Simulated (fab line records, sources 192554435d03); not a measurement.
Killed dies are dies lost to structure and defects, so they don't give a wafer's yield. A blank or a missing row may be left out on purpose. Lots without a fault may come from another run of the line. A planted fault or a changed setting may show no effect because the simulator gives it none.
Chamber matching | flow n5_finfet | N5_HKMG_FIN_CMP_23 on cmp-01: 4 sister chambers
The step polishes, stops on SiNx, t overpolish 10 s, target thk 46.326 nm. 4 wafers are shown with their chamber, then 7 later ones without.

WAFERS WITH THEIR CHAMBER
wafer  | chamber | motor_current_A (A)
L082.4 | 1       | 11.6
L082.6 | 2       | 12.4
L085.3 | 0       | 15.0
L085.5 | 3       | 13.3

WAFERS WITHOUT THEIR CHAMBER
wafer  | motor_current_A (A)
L085.6 | 14.8
L092.2 | 10.5
L092.4 | 14.6
L092.5 | 10.5
L097.3 | 13.3
L097.4 | 15.8
L097.6 | 14.6

WHICH CHAMBER EACH WENT THROUGH
wafer  | from the rows above     | in truth
L085.6 | can't be placed: 0 or 3 | 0
L092.2 | can't be placed: 1 or 2 | 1
L092.4 | can't be placed: 0 or 3 | 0
L092.5 | can't be placed: 1 or 2 | 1
L097.3 | can't be placed: 3 or 2 | 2
L097.4 | 0                       | 0
L097.6 | can't be placed: 0 or 3 | 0
Placed correctly: 1 of 7. Can't be placed from these rows: 6 (the true chamber is among the candidates in 6). Placed wrongly: 0.
How it was worked out, from the rows above alone: a wafer's distance from a chamber is the root of the sum, over the readings, of the square of ((its reading less the chamber's mean) divided by the reading's scatter). The wafer belongs to the nearest chamber; if the next one is less than 2 further off, it can't be placed. A chamber's mean is the mean of its shown wafers. The scatter: with one shown wafer a chamber, the root of the mean of the squares of how far each hidden wafer lies from its nearest shown one.
